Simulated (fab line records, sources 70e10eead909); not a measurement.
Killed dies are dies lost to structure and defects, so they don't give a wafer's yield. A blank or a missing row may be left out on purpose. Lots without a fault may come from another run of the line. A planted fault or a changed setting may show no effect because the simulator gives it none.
Chamber matching | flow nand_harc | NHARC_A_WL_FILL_ALD_10 on ald_hk-01: 4 sister chambers
The step deposits SiO2, target thk 50 nm, pulse time 10 s, ald cycles 500. 4 wafers are shown with their chamber, then 9 later ones without.

WAFERS WITH THEIR CHAMBER
wafer  | chamber | heater_power_w (W)
L086.1 | 0       | 432
L089.2 | 2       | 424
L089.4 | 3       | 467
L089.6 | 1       | 478

WAFERS WITHOUT THEIR CHAMBER
wafer  | heater_power_w (W)
L091.2 | 469
L091.3 | 439
L091.4 | 456
L093.2 | 434
L093.4 | 452
L093.5 | 470
L095.3 | 427
L095.4 | 478
L095.5 | 464

WHICH CHAMBER EACH WENT THROUGH
wafer  | from the rows above               | in truth
L091.2 | can't be placed: 3 or 1           | 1
L091.3 | can't be placed: 0 or 2           | 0
L091.4 | can't be placed: 3 or 1 or 0      | 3
L093.2 | can't be placed: 0 or 2           | 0
L093.4 | can't be placed: 3 or 0 or 1 or 2 | 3
L093.5 | can't be placed: 3 or 1           | 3
L095.3 | can't be placed: 2 or 0           | 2
L095.4 | can't be placed: 1 or 3           | 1
L095.5 | can't be placed: 3 or 1           | 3
Placed correctly: 0 of 9. Can't be placed from these rows: 9 (the true chamber is among the candidates in 9). Placed wrongly: 0.
How it was worked out, from the rows above alone: a wafer's distance from a chamber is the root of the sum, over the readings, of the square of ((its reading less the chamber's mean) divided by the reading's scatter). The wafer belongs to the nearest chamber; if the next one is less than 2 further off, it can't be placed. A chamber's mean is the mean of its shown wafers. The scatter: with one shown wafer a chamber, the root of the mean of the squares of how far each hidden wafer lies from its nearest shown one.
